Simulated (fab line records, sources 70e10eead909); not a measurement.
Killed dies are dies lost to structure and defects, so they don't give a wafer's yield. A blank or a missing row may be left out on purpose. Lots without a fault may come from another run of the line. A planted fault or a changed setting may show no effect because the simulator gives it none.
Which tool did it? | flow nand_harc | 13 lots, 39 wafers sampled, at 6 steps of a route of 1302

WHAT THE GAUGES READ, wafer by wafer
NHARC_P_STI_CD_MEAS_09: target cd 200 nm. Usual: cd_nm 201.6 nm, standard deviation 2.7.
lot  | measured     | on        | cd_nm (nm)        | flag
L422 | day 3 05:35  | cd_sem-02 | 205.9 207.9 202.4 |
L424 | day 4 01:02  | cd_sem-03 | 201.2 198.4 199.3 |
L425 | day 4 14:13  | cd_sem-01 | 202.8 202.7 203.1 |
L426 | day 4 22:47  | cd_sem-01 | 199.7 199.0 204.6 |
L427 | day 5 10:56  | cd_sem-03 | 235.1 233.8 235.0 | OFF
L432 | day 7 11:25  | cd_sem-02 | 198.2 197.4 201.9 |
L436 | day 9 01:26  | cd_sem-01 | 203.1 200.4 196.6 |
L437 | day 9 10:16  | cd_sem-02 | 199.6 199.0 199.4 |
L438 | day 9 20:40  | cd_sem-03 | 198.0 204.0 203.3 |
L440 | day 10 17:56 | cd_sem-03 | 202.6 200.2 200.7 |
L441 | day 11 06:45 | cd_sem-02 | 201.7 200.9 201.1 |
L443 | day 12 03:10 | cd_sem-03 | 201.0 200.6 199.0 |
L444 | day 12 11:36 | cd_sem-02 | 202.7 203.3 199.5 |

NHARC_P_STI_OCD_MEAS_17. Usual: trench_depth_nm 301 nm, standard deviation 5.3; trench_foot_cd_nm 159.5 nm, standard deviation 2.9.
lot  | measured     | on     | trench_depth_nm (nm) | trench_foot_cd_nm (nm) | flag
L422 | day 3 06:22  | ocd-01 | 297 295 298          | 164.5 166.1 161.1      |
L424 | day 4 01:50  | ocd-02 | 297 302 306          | 159.2 156.3 155.8      |
L425 | day 4 15:00  | ocd-01 | 302 314 302          | 160.9 158.8 161.3      |
L426 | day 4 23:34  | ocd-02 | 294 305 299          | 158.5 156.3 162.8      |
L427 | day 5 11:48  | ocd-02 | 298 301 296          | 193.6 191.3 194.0      | OFF
L432 | day 7 12:12  | ocd-02 | 295 297 296          | 157.0 156.0 160.5      |
L436 | day 9 02:16  | ocd-02 | 304 304 306          | 160.2 157.9 153.5      |
L437 | day 9 11:02  | ocd-02 | 298 304 301          | 158.7 156.9 158.0      |
L438 | day 9 21:28  | ocd-01 | 301 295 297          | 155.7 162.7 161.9      |
L440 | day 10 18:43 | ocd-01 | 294 295 291          | 161.7 158.8 160.6      |
L441 | day 11 07:32 | ocd-01 | 299 297 294          | 160.0 160.0 160.1      |
L443 | day 12 03:57 | ocd-02 | 310 298 303          | 157.7 159.4 156.3      |
L444 | day 12 12:23 | ocd-02 | 294 298 301          | 161.1 161.4 157.5      |

WHICH TOOL RAN EACH LOT (tool, then ch and the chambers of the sampled wafers, then the start)
lot  | NHARC_P_ZERO_WELL_DESCUM_54        | NHARC_P_ZERO_WELL_RTA_42         | NHARC_P_STI_EXPOSE_06             | NHARC_P_STI_DESCUM_14
L422 | rie_diel-02 ch 0,1, day 2 11:54    | rtp_anneal-02 ch 0, day 2 13:19  | krf_scanner-02 ch 0, day 3 05:26  | rie_diel-09 ch 0,1,3, day 3 05:51
L424 | rie_diel-02 ch 0,1, day 3 07:47    | rtp_anneal-01 ch 0, day 3 08:46  | krf_scanner-02 ch 0, day 4 00:53  | rie_diel-03 ch 0,2, day 4 01:19
L425 | rie_diel-13 ch 0,2,3, day 3 18:28  | rtp_anneal-02 ch 0, day 3 19:26  | krf_scanner-03 ch 0, day 4 14:04  | rie_diel-03 ch 0,2, day 4 14:29
L426 | rie_diel-02 ch 1,2, day 4 04:06    | rtp_anneal-02 ch 0, day 4 05:05  | krf_scanner-02 ch 0, day 4 22:38  | rie_diel-03 ch 0,1,2, day 4 23:04
L427 | rie_diel-02 ch 0,2, day 4 14:03    | rtp_anneal-01 ch 0, day 4 15:10  | krf_scanner-02 ch 0, day 5 10:47  | rie_diel-06 ch 0,1, day 5 11:15
L432 | rie_diel-13 ch 2,3, day 6 16:02    | rtp_anneal-02 ch 0, day 6 17:14  | krf_scanner-03 ch 0, day 7 11:17  | rie_diel-03 ch 0,2, day 7 11:41
L436 | rie_diel-04 ch 2,3, day 8 08:56    | rtp_anneal-01 ch 0, day 8 10:00  | krf_scanner-01 ch 0, day 9 01:17  | rie_diel-03 ch 2,3, day 9 01:43
L437 | rie_diel-02 ch 2,3, day 8 18:14    | rtp_anneal-01 ch 0, day 8 19:12  | krf_scanner-01 ch 0, day 9 10:07  | rie_diel-09 ch 1,2,3, day 9 10:31
L438 | rie_diel-04 ch 0,1,2, day 9 03:47  | rtp_anneal-02 ch 0, day 9 04:45  | krf_scanner-02 ch 0, day 9 20:31  | rie_diel-06 ch 1,2,3, day 9 20:56
L440 | rie_diel-13 ch 0,1,3, day 9 23:50  | rtp_anneal-02 ch 0, day 10 00:54 | krf_scanner-02 ch 0, day 10 17:47 | rie_diel-06 ch 2,3, day 10 18:11
L441 | rie_diel-02 ch 0,3, day 10 10:45   | rtp_anneal-01 ch 0, day 10 11:44 | krf_scanner-03 ch 0, day 11 06:36 | rie_diel-09 ch 0,2, day 11 07:01
L443 | rie_diel-04 ch 0,1,3, day 11 06:49 | rtp_anneal-02 ch 0, day 11 07:47 | krf_scanner-01 ch 0, day 12 03:01 | rie_diel-03 ch 1,2,3, day 12 03:25
L444 | rie_diel-02 ch 0,2,3, day 11 16:09 | rtp_anneal-02 ch 0, day 11 17:08 | krf_scanner-02 ch 0, day 12 11:27 | rie_diel-09 ch 0,2,3, day 12 11:52
- NHARC_P_ZERO_WELL_DESCUM_54: chemistry O2, time 3 s.
- NHARC_P_ZERO_WELL_RTA_42: time 300 s.
- NHARC_P_STI_EXPOSE_06: exposes mask P STI, target cd 200 nm.
- NHARC_P_STI_DESCUM_14: chemistry O2, time 3 s.

WHAT THE TOOLS THEMSELVES READ (means of the sampled wafers that have a number; where no wafer has one, the mark that the record gives instead)
NHARC_P_ZERO_WELL_DESCUM_54. Usual: chamber_pressure_mTorr 59.99 mTorr, standard deviation 0.16; drypump_motor_current_A 5.6 A, standard deviation 0.45; oes_product_au 1.003 a.u., standard deviation 0.014; rf_vpp_V 57.8 V, standard deviation 0.92; showerhead_plenum_p_Torr 1.92 Torr, standard deviation 0.092; throttle_valve_pct 11.311 %, standard deviation 0.0086.
lot  | tool        | chamber_pressure_mTorr (mTorr) | drypump_motor_current_A (A) | oes_product_au (a.u.) | rf_vpp_V (V) | showerhead_plenum_p_Torr (Torr) | throttle_valve_pct (%) | flag
L422 | rie_diel-02 | 60.01                          | 5.9                         | 1.007                 | 57.4         | 1.88                            | 11.304                 |
L424 | rie_diel-02 | 60.01                          | 6.2                         | 0.992                 | 57.9         | 1.95                            | 11.308                 |
L425 | rie_diel-13 | 59.99                          | 5.6                         | 1.020                 | 58.6         | 1.97                            | 11.302                 |
L426 | rie_diel-02 | 60.03                          | 5.6                         | 1.003                 | 56.9         | 1.83                            | 11.314                 |
L427 | rie_diel-02 | 59.98                          | 6.0                         | 0.990                 | 57.6         | 1.98                            | 11.315                 |
L432 | rie_diel-13 | 60.04                          | 5.5                         | 1.019                 | 58.7         | 1.96                            | 11.305                 |
L436 | rie_diel-04 | 60.01                          | 5.3                         | 0.996                 | 57.3         | 1.83                            | 11.304                 |
L437 | rie_diel-02 | 60.00                          | 5.2                         | 0.971                 | 57.5         | 1.91                            | 11.309                 |
L438 | rie_diel-04 | 59.99                          | 5.4                         | 0.998                 | 57.7         | 1.92                            | 11.312                 |
L440 | rie_diel-13 | 60.03                          | 5.6                         | 1.007                 | 57.1         | 1.91                            | 11.306                 |
L441 | rie_diel-02 | 59.98                          | 6.0                         | 0.997                 | 58.2         | 1.98                            | 11.309                 |
L443 | rie_diel-04 | 60.00                          | 5.6                         | 0.994                 | 57.6         | 1.95                            | 11.309                 |
L444 | rie_diel-02 | 59.98                          | 5.6                         | 0.993                 | 57.9         | 1.94                            | 11.305                 |

NHARC_P_ZERO_WELL_RTA_42. Usual: lamp_power_pct 38.6 %, standard deviation 2.2; wafer_temp_C_max 1103.7, standard deviation 0.97.
lot  | tool          | lamp_power_pct (%) | wafer_temp_C_max | flag
L422 | rtp_anneal-02 | 36.3               | 1102.7           |
L424 | rtp_anneal-01 | 40.6               | 1104.5           |
L425 | rtp_anneal-02 | 36.3               | 1103.5           |
L426 | rtp_anneal-02 | 36.2               | 1102.4           |
L427 | rtp_anneal-01 | 40.7               | 1104.4           |
L432 | rtp_anneal-02 | 36.3               | 1103.6           |
L436 | rtp_anneal-01 | 40.6               | 1104.7           |
L437 | rtp_anneal-01 | 40.6               | 1103.6           |
L438 | rtp_anneal-02 | 36.2               | 1102.7           |
L440 | rtp_anneal-02 | 36.3               | 1103.5           |
L441 | rtp_anneal-01 | 40.7               | 1104.2           |
L443 | rtp_anneal-02 | 36.1               | 1102.7           |
L444 | rtp_anneal-02 | 36.2               | 1103.5           |

NHARC_P_STI_DESCUM_14. Usual: chamber_pressure_mTorr 60.00 mTorr, standard deviation 0.051; drypump_motor_current_A 5.95 A, standard deviation 0.27; oes_product_au 0.998 a.u., standard deviation 0.015; rf_vpp_V 57.9 V, standard deviation 0.92; showerhead_plenum_p_Torr 1.94 Torr, standard deviation 0.077; throttle_valve_pct 11.311 %, standard deviation 0.0088.
lot  | tool        | chamber_pressure_mTorr (mTorr) | drypump_motor_current_A (A) | oes_product_au (a.u.) | rf_vpp_V (V) | showerhead_plenum_p_Torr (Torr) | throttle_valve_pct (%) | flag
L422 | rie_diel-09 | 60.01                          | 5.79                        | 0.993                 | 58.1         | 2.00                            | 11.309                 |
L424 | rie_diel-03 | 60.02                          | 5.72                        | 1.010                 | 57.9         | 1.97                            | 11.310                 |
L425 | rie_diel-03 | 60.01                          | 5.96                        | 0.998                 | 57.2         | 1.95                            | 11.310                 |
L426 | rie_diel-03 | 59.92                          | 5.92                        | 0.997                 | 58.6         | 1.96                            | 11.309                 |
L427 | rie_diel-06 | 60.05                          | 6.04                        | 0.989                 | 57.6         | 1.81                            | 11.319                 |
L432 | rie_diel-03 | 59.99                          | 5.97                        | 1.001                 | 58.1         | 1.94                            | 11.308                 |
L436 | rie_diel-03 | 60.02                          | 6.06                        | 1.013                 | 58.0         | 1.92                            | 11.305                 |
L437 | rie_diel-09 | 60.03                          | 6.01                        | 1.001                 | 58.0         | 2.02                            | 11.313                 |
L438 | rie_diel-06 | 59.97                          | 5.93                        | 0.993                 | 58.6         | 1.87                            | 11.317                 |
L440 | rie_diel-06 | 60.03                          | 5.89                        | 1.006                 | 56.7         | 1.93                            | 11.308                 |
L441 | rie_diel-09 | 60.00                          | 5.89                        | 0.999                 | 58.3         | 1.98                            | 11.320                 |
L443 | rie_diel-03 | 60.03                          | 6.01                        | 0.987                 | 58.1         | 1.93                            | 11.307                 |
L444 | rie_diel-09 | 59.99                          | 5.87                        | 1.010                 | 58.3         | 2.00                            | 11.312                 |

THE ANSWER, worked out from the rows above alone
Rule: a lot is off if the mean of its wafers that have a number lies more than 3 standard deviations from the usual mean. A lot without any number at a reading at which 4 lots or more have one is off too. The other lots that the step has rows for count as sound. The gauges are gone through in route order, then the tools' own readings, and for those a lot's mean is taken as printed above. The first step at which some lot is off is used, and at that step the reading that is off furthest; a lot without a number counts as furthest.
Off: L427, at NHARC_P_STI_CD_MEAS_09 (cd_nm).
A tool fits if, at a process step before that reading, it ran every lot that is off, and no sound lot after the first of them. The gauges at NHARC_P_STI_CD_MEAS_09 aren't tried: what is off there is off at NHARC_P_STI_OCD_MEAS_17 too, on other tools, and a gauge's error can't cause that. None of those tried fits.

WHAT THE SIMULATOR HAD PUT IN
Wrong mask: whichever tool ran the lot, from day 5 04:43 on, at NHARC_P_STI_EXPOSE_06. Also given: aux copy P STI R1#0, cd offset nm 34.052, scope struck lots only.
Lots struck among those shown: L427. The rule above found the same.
